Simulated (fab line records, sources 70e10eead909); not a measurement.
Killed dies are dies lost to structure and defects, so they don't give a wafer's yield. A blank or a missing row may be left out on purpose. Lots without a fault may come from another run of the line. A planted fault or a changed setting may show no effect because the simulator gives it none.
Which tool did it? | flow nand_harc | 11 lots, 33 wafers sampled, at 6 steps of a route of 1159

WHAT THE GAUGES READ, wafer by wafer
NHARC_A_BLC_CD_MEAS_10: target cd 100 nm. Usual: cd_nm 100.1 nm, standard deviation 0.78.
lot  | measured     | on        | cd_nm (nm)       | flag
L198 | day 17 06:49 | cd_sem-03 | 99.1 99.4 100.0  |
L200 | day 17 14:05 | cd_sem-02 | 100.2 99.7 100.2 |
L206 | day 19 08:47 | cd_sem-02 | 99.6 99.2 98.9   |
L205 | day 19 09:48 | cd_sem-01 | 100.6 100.6 99.6 |
L204 | day 19 10:58 | cd_sem-01 | 91.9 91.3 92.2   | OFF
L207 | day 19 16:09 | cd_sem-01 | 99.8 100.1 99.7  |
L208 | day 20 04:12 | cd_sem-02 | 91.3 91.9 91.0   | OFF
L210 | day 20 12:50 | cd_sem-03 | 94.0 92.6 93.6   | OFF
L214 | day 21 17:25 | cd_sem-03 | 99.5 101.8 101.3 |
L216 | day 21 23:43 | cd_sem-02 | 99.3 98.5 99.3   |
L218 | day 22 15:47 | cd_sem-03 | 99.1 101.3 99.9  |

NHARC_END_SORT_01. Usual: killed_at_array 31, standard deviation 11; killed_at_other 0.5, standard deviation 0.78; killed_at_periphery 3.0, standard deviation 2; killed_dies 34, standard deviation 12; killed_open 3.2, standard deviation 2; killed_short 1.9, standard deviation 1.6.
lot  | measured     | on        | killed_at_array | killed_at_other | killed_at_periphery | killed_dies | killed_open | killed_short | flag
L204 | day 21 12:43 | prober-01 | 49              | 2               | 4                   | 55          | 4           | 2            |
L208 | day 22 09:16 | prober-02 | 49 50           | 0 0             | 3 1                 | 52 51       | 4 3         | 6 0          |
L210 | day 22 17:01 | prober-01 | 32 25           | 1 1             | 1 3                 | 34 29       | 1 1         | 4 3          |

WHICH TOOL RAN EACH LOT (tool, then ch and the chambers of the sampled wafers, then the start)
lot  | NHARC_A_CONTACT_ETCH_139             | NHARC_A_CONTACT_ETCH_92            | NHARC_A_CONTACT_ETCH_110           | NHARC_A_BLC_PEB_08
L198 | har_cap_etch-02 ch 0,1, day 16 20:47 | rie_diel-04 ch 0,2,3, day 16 21:09 | rie_diel-04 ch 0,1,2, day 16 21:46 | litho_track-01 ch 0, day 17 06:44
L200 | har_cap_etch-01 ch 0,1, day 17 07:58 | rie_diel-04 ch 2,3, day 17 08:26   | rie_diel-01 ch 1,2, day 17 09:06   | litho_track-04 ch 0, day 17 14:00
L206 | har_cap_etch-03 ch 1, day 19 01:58   | rie_diel-03 ch 1,3, day 19 02:20   | rie_diel-03 ch 0,1,2, day 19 02:51 | litho_track-01 ch 0, day 19 08:42
L205 | har_cap_etch-01 ch 0, day 19 03:24   | rie_diel-01 ch 0,1,2, day 19 03:47 | rie_diel-01 ch 0,2,3, day 19 04:17 | litho_track-01 ch 0, day 19 09:43
L204 | har_cap_etch-02 ch 0,1, day 19 05:08 | rie_diel-04 ch 1,2,3, day 19 05:27 | rie_diel-03 ch 0,3, day 19 05:59   | litho_track-01 ch 0, day 19 10:53
L207 | har_cap_etch-01 ch 0,1, day 19 12:34 | rie_diel-03 ch 2,3, day 19 12:55   | rie_diel-01 ch 0,1,3, day 19 13:29 | litho_track-04 ch 0, day 19 16:04
L208 | har_cap_etch-02 ch 0,1, day 19 22:14 | rie_diel-03 ch 0,1,2, day 19 22:34 | rie_diel-04 ch 0,1, day 19 23:07   | litho_track-01 ch 0, day 20 04:07
L210 | har_cap_etch-01 ch 0,1, day 20 00:29 | rie_diel-03 ch 2,3, day 20 00:50   | rie_diel-03 ch 0,3, day 20 01:20   | litho_track-01 ch 0, day 20 12:45
L214 | har_cap_etch-01 ch 0,1, day 21 01:46 | rie_diel-01 ch 0,2,3, day 21 02:08 | rie_diel-04 ch 1,3, day 21 02:47   | litho_track-06 ch 0, day 21 17:20
L216 | har_cap_etch-02 ch 0,1, day 21 18:14 | rie_diel-03 ch 2,3, day 21 18:39   | rie_diel-03 ch 1,2,3, day 21 19:56 | litho_track-04 ch 0, day 21 23:38
L218 | har_cap_etch-02 ch 0,1, day 22 10:17 | rie_diel-03 ch 0,3, day 22 10:44   | rie_diel-03 ch 1,2, day 22 11:31   | litho_track-04 ch 0, day 22 15:42
- NHARC_A_CONTACT_ETCH_139: etches the open film in C4F8/O2/Ar, time 137 s, target depth 590 nm.
- NHARC_A_CONTACT_ETCH_92: etches the open film in CH3F/O2, target depth 40 nm, time 85.7 s.
- NHARC_A_CONTACT_ETCH_110: etches the open film in CF4/O2, target depth 50 nm, overetch 5 nm, time 27.5 s.
- NHARC_A_BLC_PEB_08: peb time 65 s.

WHAT THE TOOLS THEMSELVES READ (means of the sampled wafers that have a number; where no wafer has one, the mark that the record gives instead)
NHARC_A_CONTACT_ETCH_92. Usual: drypump_motor_current_A 5.6 A, standard deviation 0.39; oes_product_au 0.94 a.u., standard deviation 0.03; rf_fwd_power_W 495.8 W, standard deviation 1.8; rf_vpp_V 243.8 V, standard deviation 1.6; showerhead_plenum_p_Torr 2.42 Torr, standard deviation 0.095; throttle_valve_pct 20.662 %, standard deviation 0.0082.
lot  | tool        | drypump_motor_current_A (A) | oes_product_au (a.u.) | rf_fwd_power_W (W) | rf_vpp_V (V) | showerhead_plenum_p_Torr (Torr) | throttle_valve_pct (%) | flag
L198 | rie_diel-04 | 5.3                         | 0.92                  | 495.0              | 244.8        | 2.48                            | 20.660                 |
L200 | rie_diel-04 | 5.5                         | 0.92                  | 494.6              | 244.0        | 2.42                            | 20.656                 |
L206 | rie_diel-03 | 5.6                         | 0.91                  | 495.0              | 242.9        | 2.39                            | 20.659                 |
L205 | rie_diel-01 | 5.8                         | 0.99                  | 496.2              | 245.5        | 2.53                            | 20.672                 |
L204 | rie_diel-04 | 5.7                         | 0.94                  | 496.0              | 243.1        | 2.44                            | 20.654                 |
L207 | rie_diel-03 | 6.0                         | 0.93                  | 497.7              | 241.6        | 2.30                            | 20.657                 |
L208 | rie_diel-03 | 5.6                         | 0.95                  | 495.7              | 243.3        | 2.39                            | 20.670                 |
L210 | rie_diel-03 | 6.1                         | 0.92                  | 496.2              | 242.0        | 2.30                            | 20.669                 |
L214 | rie_diel-01 | 5.7                         | 0.93                  | 495.6              | 243.4        | 2.43                            | 20.662                 |
L216 | rie_diel-03 | 6.1                         | 0.93                  | 495.2              | 242.0        | 2.29                            | 20.661                 |
L218 | rie_diel-03 | 5.5                         | 0.92                  | 497.4              | 242.7        | 2.34                            | 20.661                 |

NHARC_A_CONTACT_ETCH_110. Usual: drypump_motor_current_A 5.5 A, standard deviation 0.4; oes_product_au 0.996 a.u., standard deviation 0.015; rf_fwd_power_W 294.1 W, standard deviation 1.3; rf_vpp_V 197.5 V, standard deviation 1.2; showerhead_plenum_p_Torr 1.32 Torr, standard deviation 0.051; throttle_valve_pct 13.397 %, standard deviation 0.011.
lot  | tool        | drypump_motor_current_A (A) | oes_product_au (a.u.) | rf_fwd_power_W (W) | rf_vpp_V (V) | showerhead_plenum_p_Torr (Torr) | throttle_valve_pct (%) | flag
L198 | rie_diel-04 | 5.5                         | 1.004                 | 292.9              | 197.3        | 1.35                            | 13.399                 |
L200 | rie_diel-01 | 5.6                         | 1.015                 | 293.6              | 198.2        | 1.40                            | 13.402                 |
L206 | rie_diel-03 | 5.6                         | 0.999                 | 294.3              | 196.9        | 1.30                            | 13.408                 |
L205 | rie_diel-01 | 5.7                         | 0.999                 | 294.4              | 196.8        | 1.32                            | 13.397                 |
L204 | rie_diel-03 | 5.6                         | 0.979                 | 294.8              | 196.5        | 1.27                            | 13.405                 |
L207 | rie_diel-01 | 5.4                         | 0.996                 | 293.1              | 197.6        | 1.34                            | 13.387                 |
L208 | rie_diel-04 | 5.3                         | 1.015                 | 293.7              | 198.7        | 1.37                            | 13.390                 |
L210 | rie_diel-03 | 5.5                         | 0.970                 | 294.6              | 196.6        | 1.27                            | 13.396                 |
L214 | rie_diel-04 | 5.7                         | 0.984                 | 294.0              | 197.3        | 1.33                            | 13.406                 |
L216 | rie_diel-03 | 5.8                         | 0.996                 | 295.4              | 197.3        | 1.29                            | 13.401                 |
L218 | rie_diel-03 | 5.7                         | 1.002                 | 294.6              | 197.2        | 1.32                            | 13.405                 |

NHARC_A_BLC_PEB_08. Usual: heater_power_total_W 156.6 W, standard deviation 0.43; plate_temp_C 99.99 C, standard deviation 0.12.
lot  | tool           | heater_power_total_W (W) | plate_temp_C (C) | flag
L198 | litho_track-01 | 156.2                    | 99.90            |
L200 | litho_track-04 | 156.3                    | 99.99            |
L206 | litho_track-01 | 156.7                    | 100.01           |
L205 | litho_track-01 | 156.3                    | 99.93            |
L204 | litho_track-01 | 152.4                    | 97.96            | OFF
L207 | litho_track-04 | 156.6                    | 99.94            |
L208 | litho_track-01 | 151.7                    | 97.72            | OFF
L210 | litho_track-01 | 152.0                    | 97.93            | OFF
L214 | litho_track-06 | 156.9                    | 99.97            |
L216 | litho_track-04 | 156.6                    | 99.84            |
L218 | litho_track-04 | 156.8                    | 99.98            |

THE ANSWER, worked out from the rows above alone
Rule: a lot is off if the mean of its wafers that have a number lies more than 3 standard deviations from the usual mean. A lot without any number at a reading at which 4 lots or more have one is off too. The other lots that the step has rows for count as sound. The gauges are gone through in route order, then the tools' own readings, and for those a lot's mean is taken as printed above. The first step at which some lot is off is used, and at that step the reading that is off furthest; a lot without a number counts as furthest.
Off: L204, L208, L210, at NHARC_A_BLC_CD_MEAS_10 (cd_nm).
A tool fits if, at a process step before that reading, it ran every lot that is off, and no sound lot after the first of them. The gauges at NHARC_A_BLC_CD_MEAS_10 aren't tried: what is off there is off at NHARC_A_BLC_PEB_08 too, on other tools, and a gauge's error can't cause that. One fits: litho_track-01 at NHARC_A_BLC_PEB_08. Its last sound lot is L205 (day 19 09:43), its first lot that is off L204 (day 19 10:53): a fault that began between those two fits.
The tool's own readings at NHARC_A_BLC_PEB_08 bear it out: on the lots that are off they differ by more than 5 times the standard deviation of the sound lots' means. heater_power_total_W reads 152.0 W there against 156.6 W on the sound lots; plate_temp_C reads 97.87 C there against 99.95 C on the sound lots.

WHAT THE SIMULATOR HAD PUT IN
Process parameter drift: litho_track-01, from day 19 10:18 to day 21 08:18, at NHARC_A_BLC_PEB_08. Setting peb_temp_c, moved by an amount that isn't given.
Lots struck among those shown: L204, L208, L210. The rule above found the same.
